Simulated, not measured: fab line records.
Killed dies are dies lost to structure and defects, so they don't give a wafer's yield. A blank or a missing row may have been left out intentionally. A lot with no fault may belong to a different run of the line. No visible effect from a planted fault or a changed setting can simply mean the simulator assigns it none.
Which tool is to blame? + flow nand_harc + 72 wafers from 24 lots sampled at 5 of the route's 1302 steps

WHAT THE GAUGES SHOWED, per wafer
NHARC_P_ZERO_WELL_CD_MEAS_37: the cd target is 720 nm.
| lot  | measured     | on        | cd_nm (nm)        |
|------|--------------|-----------|-------------------|
| L074 | day 2 00:16  | cd_sem-01 | 721.3 720.9 722.0 |
| L075 | day 2 09:58  | cd_sem-01 | 721.4 719.7 718.7 |
| L076 | day 2 20:09  | cd_sem-02 | 715.9 716.9 717.7 |
| L077 | day 3 06:11  | cd_sem-01 | 720.6 721.6 721.3 |
| L078 | day 3 16:16  | cd_sem-03 | 720.0 716.6 717.3 |
| L079 | day 4 02:09  | cd_sem-02 | 720.0 721.7 721.4 |
| L080 | day 4 12:05  | cd_sem-02 | 720.5 720.1 720.5 |
| L081 | day 5 01:14  | cd_sem-02 | 719.7 718.4 717.9 |
| L082 | day 5 07:59  | cd_sem-02 | 718.6 719.8 720.0 |
| L083 | day 5 18:08  | cd_sem-01 | 721.7 719.9 720.8 |
| L084 | day 6 04:16  | cd_sem-01 | 718.0 719.1 719.9 |
| L085 | day 6 14:06  | cd_sem-03 | 721.3 722.5 721.3 |
| L086 | day 7 00:05  | cd_sem-03 | 722.2 721.6 723.0 |
| L087 | day 7 10:07  | cd_sem-03 | 717.6 718.8 718.6 |
| L088 | day 7 20:07  | cd_sem-03 | 720.7 721.0 721.1 |
| L089 | day 8 06:08  | cd_sem-03 | 724.4 722.0 723.6 |
| L090 | day 8 16:14  | cd_sem-01 | 719.2 719.5 719.3 |
| L091 | day 9 01:58  | cd_sem-01 | 719.8 720.3 720.8 |
| L092 | day 9 12:13  | cd_sem-03 | 718.5 721.4 720.4 |
| L093 | day 9 22:04  | cd_sem-03 | 720.1 719.8 719.9 |
| L094 | day 10 08:08 | cd_sem-01 | 722.0 720.7 719.8 |
| L095 | day 10 18:21 | cd_sem-01 | 719.0 718.5 718.9 |
| L096 | day 11 04:13 | cd_sem-03 | 721.7 721.2 722.0 |
| L097 | day 11 14:05 | cd_sem-03 | 719.4 721.0 720.5 |

NHARC_P_STI_OCD_MEAS_17.
| lot  | measured     | on     | trench_depth_nm (nm) | trench_foot_cd_nm (nm) |
|------|--------------|--------|----------------------|------------------------|
| L074 | day 2 20:02  | ocd-02 | 300.7 302.2 299.9    | 157.0 157.5 159.3      |
| L075 | day 3 04:49  | ocd-01 | 300.3 300.0 302.8    | 155.7 158.1 155.4      |
| L076 | day 3 16:28  | ocd-02 | 307.5 303.2 301.8    | 157.6 159.4 160.1      |
| L077 | day 4 02:59  | ocd-01 | 304.1 305.8 304.1    | 158.1 159.0 156.5      |
| L078 | day 4 13:04  | ocd-02 | 299.3 301.8 298.4    | 162.2 159.1 159.2      |
| L079 | day 4 22:46  | ocd-01 | 299.4 301.7 304.4    | 156.3 154.4 154.3      |
| L080 | day 5 09:23  | ocd-01 | 300.7 304.5 300.2    | 157.6 158.2 157.2      |
| L081 | day 5 21:22  | ocd-01 | 300.2 297.9 298.7    | 158.1 159.5 158.5      |
| L082 | day 6 05:19  | ocd-01 | 303.6 304.2 297.7    | 156.7 154.8 158.9      |
| L083 | day 6 13:04  | ocd-02 | 306.1 306.0 303.9    | 158.4 159.0 157.8      |
| L084 | day 7 01:40  | ocd-01 | 301.1 300.4 305.3    | 154.4 159.4 157.9      |
| L085 | day 7 09:49  | ocd-01 | 296.2 299.3 300.8    | 159.7 159.2 156.8      |
| L086 | day 7 19:49  | ocd-01 | 300.5 303.5 301.1    | 158.8 158.2 158.5      |
| L087 | day 8 06:25  | ocd-01 | 299.3 301.7 298.7    | 155.7 157.8 160.4      |
| L088 | day 8 20:15  | ocd-02 | 298.3 301.5 300.3    | 157.9 159.1 158.1      |
| L089 | day 9 02:16  | ocd-01 | 300.9 300.0 299.1    | 155.8 157.2 153.6      |
| L090 | day 9 13:32  | ocd-02 | 302.9 304.8 307.4    | 159.9 162.7 161.0      |
| L091 | day 9 21:16  | ocd-02 | 296.8 302.9 300.0    | 157.4 159.9 156.3      |
| L092 | day 10 07:43 | ocd-02 | 305.9 302.1 303.8    | 160.9 159.5 161.8      |
| L093 | day 10 19:03 | ocd-01 | 302.9 303.9 301.4    | 155.2 155.7 160.0      |
| L094 | day 11 04:07 | ocd-02 | 297.7 301.4 297.4    | 155.7 157.2 157.2      |
| L095 | day 11 18:25 | ocd-01 | 302.2 309.3 300.6    | 158.4 153.8 157.9      |
| L096 | day 12 01:32 | ocd-02 | 300.4 301.3 300.0    | 160.3 161.2 159.4      |
| L097 | day 12 09:47 | ocd-01 | 298.9 301.9 299.5    | 159.0 156.7 157.4      |

NHARC_P_CONTACT_OVL_MEAS_13.
| lot  | measured     | on         | overlay_x_nm (nm) | overlay_y_nm (nm) |
|------|--------------|------------|-------------------|-------------------|
| L074 | day 5 18:23  | overlay-01 | 0.6 0.8 0.5       | -0.1 0.6 -0.6     |
| L075 | day 6 01:03  | overlay-02 | 0.4 0.5 0.2       | 0.7 0.5 -0.3      |
| L076 | day 7 03:10  | overlay-01 | 0.9 0.9 1.1       | 0.0 0.1 0.1       |
| L077 | day 7 02:19  | overlay-02 | -0.9 0.1 -0.5     | 1.1 1.2 0.7       |
| L078 | day 7 16:10  | overlay-01 | 0.4 0.3 0.5       | 0.2 -0.4 -0.2     |
| L079 | day 8 00:43  | overlay-01 | -1.8 -1.8 -1.2    | -0.4 -0.1 -0.4    |
| L080 | day 8 06:13  | overlay-02 | 2.0 1.9 1.9       | 1.4 0.1 0.8       |
| L081 | day 8 23:56  | overlay-02 | 0.1 0.0 -0.2      | 0.6 0.8 0.8       |
| L082 | day 9 00:42  | overlay-01 | -0.1 -0.3 -0.6    | 0.1 0.5 -0.2      |
| L083 | day 9 13:53  | overlay-02 | 1.1 0.3 0.9       | 0.8 1.3 1.0       |
| L084 | day 10 00:51 | overlay-01 | -0.6 -0.1 -0.2    | -0.1 -0.2 0.2     |
| L085 | day 10 09:07 | overlay-02 | -0.5 -0.1 -0.3    | -1.0 -0.3 0.1     |
| L086 | day 10 21:26 | overlay-01 | 0.5 0.0 0.5       | 0.6 0.1 0.2       |
| L087 | day 11 07:58 | overlay-02 | 0.8 0.9 0.9       | 1.3 1.3 1.4       |
| L088 | day 11 22:01 | overlay-01 | -0.8 -0.6 -0.4    | -0.8 -0.3 -0.2    |
| L089 | day 12 09:10 | overlay-01 | -1.7 -1.0 -1.1    | -0.3 0.1 0.1      |
| L090 | day 12 22:37 | overlay-01 | -0.8 -0.3 -0.4    | -0.7 -1.3 -1.2    |
| L091 | day 13 00:49 | overlay-01 | 0.0 0.3 -0.2      | -1.0 -1.4 -1.2    |
| L092 | day 13 07:41 | overlay-01 | 1.3 0.9 0.8       | 0.7 1.0 0.6       |
| L093 | day 13 19:43 | overlay-01 | 0.1 -0.1 -0.3     | 0.6 0.5 1.3       |
| L094 | day 14 00:23 | overlay-01 | 1.0 1.2 0.6       | 0.7 0.7 1.1       |
| L095 | day 15 00:19 | overlay-02 | -1.5 -0.7 -0.9    | 1.6 1.0 2.1       |
| L096 | day 15 03:47 | overlay-01 | 0.2 0.5 0.2       | -1.3 -1.9 -1.3    |
| L097 | day 15 07:47 | overlay-02 | -1.6 -1.2 -1.4    | -1.1 -1.4 -1.0    |

TOOL THAT RAN EACH LOT (tool first, then ch and the chambers of the sampled wafers, then the start)
| lot  | NHARC_P_ZERO_WELL_DESCUM_13        | NHARC_P_GATE_ETCH_32             |
|------|------------------------------------|----------------------------------|
| L074 | rie_diel-03 ch 0,1,3, day 1 21:27  | rie_si-01 ch 0,1,3, day 4 22:44  |
| L075 | rie_diel-03 ch 0,2,3, day 2 07:16  | rie_si-01 ch 0,2,3, day 5 05:38  |
| L076 | rie_diel-12 ch 1,2,3, day 2 17:24  | rie_si-02 ch 2,3, day 6 07:30    |
| L077 | rie_diel-12 ch 1,2,3, day 3 03:26  | rie_si-06 ch 0,3, day 6 06:50    |
| L078 | rie_diel-03 ch 0,1, day 3 13:25    | rie_si-06 ch 1,2, day 6 20:40    |
| L079 | rie_diel-03 ch 0,1, day 3 23:25    | rie_si-02 ch 1,2,3, day 7 05:11  |
| L080 | rie_diel-12 ch 0,2,3, day 4 09:17  | rie_si-01 ch 0,2,3, day 7 10:55  |
| L081 | rie_diel-13 ch 1,3, day 4 22:11    | rie_si-06 ch 1,2, day 8 04:41    |
| L082 | rie_diel-12 ch 1,3, day 5 05:17    | rie_si-01 ch 1,3, day 8 05:09    |
| L083 | rie_diel-13 ch 0,1,3, day 5 15:24  | rie_si-06 ch 1,2, day 8 18:11    |
| L084 | rie_diel-03 ch 0,1,3, day 6 01:25  | rie_si-02 ch 0,3, day 9 05:14    |
| L085 | rie_diel-03 ch 0,1,3, day 6 11:26  | rie_si-01 ch 2,3, day 9 13:29    |
| L086 | rie_diel-12 ch 0,1,3, day 6 21:24  | rie_si-02 ch 0,2,3, day 10 01:56 |
| L087 | rie_diel-03 ch 1,2,3, day 7 07:25  | rie_si-02 ch 0,1, day 10 12:30   |
| L088 | rie_diel-13 ch 2,3, day 7 17:23    | rie_si-06 ch 0,3, day 11 02:37   |
| L089 | rie_diel-12 ch 0,1,2, day 8 03:17  | rie_si-01 ch 1,2, day 11 14:04   |
| L090 | rie_diel-12 ch 0,1,3, day 8 13:23  | rie_si-02 ch 2,3, day 12 03:03   |
| L091 | rie_diel-03 ch 2,3, day 8 23:16    | rie_si-06 ch 0,2, day 12 05:22   |
| L092 | rie_diel-12 ch 0,1,3, day 9 09:25  | rie_si-06 ch 0,1,2, day 12 12:10 |
| L093 | rie_diel-13 ch 2,3, day 9 19:20    | rie_si-01 ch 1,2, day 13 00:11   |
| L094 | rie_diel-03 ch 0,2,3, day 10 05:25 | rie_si-01 ch 1,3, day 13 05:13   |
| L095 | rie_diel-12 ch 2,3, day 10 15:25   | rie_si-06 ch 0,1, day 14 05:05   |
| L096 | rie_diel-12 ch 1,2, day 11 01:24   | rie_si-01 ch 0,1, day 14 08:07   |
| L097 | rie_diel-12 ch 0,3, day 11 11:16   | rie_si-01 ch 1,3, day 14 11:57   |
- NHARC_P_ZERO_WELL_DESCUM_13: chemistry O2, time 3 s.
- NHARC_P_GATE_ETCH_32: etches the open film in HBr/Cl2, target depth 150 nm, time 100.1 s.

WHAT THE TOOLS THEMSELVES READ (means of the sampled wafers that have a number; where no wafer has one, the mark that the record gives instead)
NHARC_P_ZERO_WELL_DESCUM_13.
| lot  | tool        | drypump_motor_current_A (A) | oes_product_au (a.u.) | rf_vpp_V (V) | showerhead_plenum_p_Torr (Torr) | throttle_valve_pct (%) |
|------|-------------|-----------------------------|-----------------------|--------------|---------------------------------|------------------------|
| L074 | rie_diel-03 | 5.8                         | 0.998                 | 57.6         | 1.89                            | 11.310                 |
| L075 | rie_diel-03 | 5.7                         | 0.995                 | 57.5         | 1.93                            | 11.301                 |
| L076 | rie_diel-12 | 6.1                         | 1.004                 | 57.6         | 1.84                            | 11.307                 |
| L077 | rie_diel-12 | 6.1                         | 1.004                 | 57.6         | 1.84                            | 11.310                 |
| L078 | rie_diel-03 | 5.5                         | 1.000                 | 57.6         | 1.83                            | 11.317                 |
| L079 | rie_diel-03 | 5.7                         | 0.999                 | 57.5         | 1.89                            | 11.309                 |
| L080 | rie_diel-12 | 6.1                         | 1.001                 | 57.4         | 1.86                            | 11.304                 |
| L081 | rie_diel-13 | 6.5                         | 0.995                 | 58.7         | 1.84                            | 11.302                 |
| L082 | rie_diel-12 | 6.0                         | 1.006                 | 57.3         | 1.78                            | 11.313                 |
| L083 | rie_diel-13 | 6.4                         | 0.993                 | 58.3         | 1.87                            | 11.317                 |
| L084 | rie_diel-03 | 5.8                         | 1.007                 | 57.2         | 1.88                            | 11.311                 |
| L085 | rie_diel-03 | 5.8                         | 0.998                 | 57.3         | 1.88                            | 11.307                 |
| L086 | rie_diel-12 | 6.1                         | 1.004                 | 56.7         | 1.81                            | 11.319                 |
| L087 | rie_diel-03 | 5.4                         | 1.006                 | 57.5         | 1.86                            | 11.307                 |
| L088 | rie_diel-13 | 6.2                         | 0.995                 | 57.7         | 1.92                            | 11.307                 |
| L089 | rie_diel-12 | 6.3                         | 1.000                 | 58.1         | 1.86                            | 11.312                 |
| L090 | rie_diel-12 | 6.1                         | 1.003                 | 57.4         | 1.81                            | 11.314                 |
| L091 | rie_diel-03 | 5.8                         | 1.006                 | 57.6         | 1.91                            | 11.306                 |
| L092 | rie_diel-12 | 6.1                         | 1.002                 | 57.5         | 1.81                            | 11.312                 |
| L093 | rie_diel-13 | 6.2                         | 1.004                 | 57.6         | 1.91                            | 11.313                 |
| L094 | rie_diel-03 | 5.7                         | 1.001                 | 58.3         | 1.91                            | 11.310                 |
| L095 | rie_diel-12 | 6.2                         | 1.007                 | 58.1         | 1.86                            | 11.309                 |
| L096 | rie_diel-12 | 6.2                         | 1.007                 | 56.5         | 1.82                            | 11.312                 |
| L097 | rie_diel-12 | 6.1                         | 1.001                 | 57.3         | 1.83                            | 11.313                 |

NHARC_P_GATE_ETCH_32.
| lot  | tool      | drypump_motor_current_A (A) | oes_product_au (a.u.) | throttle_valve_pct (%) |
|------|-----------|-----------------------------|-----------------------|------------------------|
| L074 | rie_si-01 | 5.8                         | 1.001                 | 26.406                 |
| L075 | rie_si-01 | 5.7                         | 0.996                 | 26.410                 |
| L076 | rie_si-02 | 6.2                         | 0.999                 | 26.402                 |
| L077 | rie_si-06 | 5.9                         | 1.002                 | 26.395                 |
| L078 | rie_si-06 | 5.8                         | 1.006                 | 26.407                 |
| L079 | rie_si-02 | 6.1                         | 0.998                 | 26.412                 |
| L080 | rie_si-01 | 5.7                         | 0.998                 | 26.407                 |
| L081 | rie_si-06 | 5.8                         | 1.000                 | 26.404                 |
| L082 | rie_si-01 | 5.9                         | 0.995                 | 26.406                 |
| L083 | rie_si-06 | 5.8                         | 1.015                 | 26.399                 |
| L084 | rie_si-02 | 5.9                         | 0.995                 | 26.406                 |
| L085 | rie_si-01 | 5.8                         | 0.991                 | 26.398                 |
| L086 | rie_si-02 | 6.0                         | 0.994                 | 26.403                 |
| L087 | rie_si-02 | 5.6                         | 1.000                 | 26.404                 |
| L088 | rie_si-06 | 5.9                         | 1.004                 | 26.399                 |
| L089 | rie_si-01 | 5.8                         | 1.005                 | 26.397                 |
| L090 | rie_si-02 | 6.2                         | 0.998                 | 26.406                 |
| L091 | rie_si-06 | 5.5                         | 1.006                 | 26.404                 |
| L092 | rie_si-06 | 5.5                         | 0.999                 | 26.410                 |
| L093 | rie_si-01 | 5.9                         | 1.007                 | 26.404                 |
| L094 | rie_si-01 | 5.8                         | 1.003                 | 26.402                 |
| L095 | rie_si-06 | 5.3                         | 1.009                 | 26.412                 |
| L096 | rie_si-01 | 5.6                         | 0.995                 | 26.408                 |
| L097 | rie_si-01 | 5.9                         | 0.996                 | 26.410                 |

THE ANSWER, worked out from the rows above alone
Rule: what is usual is taken from the lots themselves. Put in order of their means at a reading, lots are off if they are a third of the lots or fewer, leave a main group of 4 or more, and stand apart from it by a gap of 3 or more times the standard deviation of the main group's means; of several such gaps the widest counts. Not used: any main group whose means are identical at the precision the tables above print for the reading. A lot without any number at a reading at which 4 lots or more have one is off too. Where the step has rows for the other lots, those lots are counted as sound. First the gauges in route order, then the tools' own readings, where a lot's mean is used as printed above. The first step at which some lot is off is used, and at that step the reading that is off furthest; a lot without a number counts as furthest.
No lot is off on any of the readings shown, so nothing can be concluded from this.

WHAT THE SIMULATOR PUT IN
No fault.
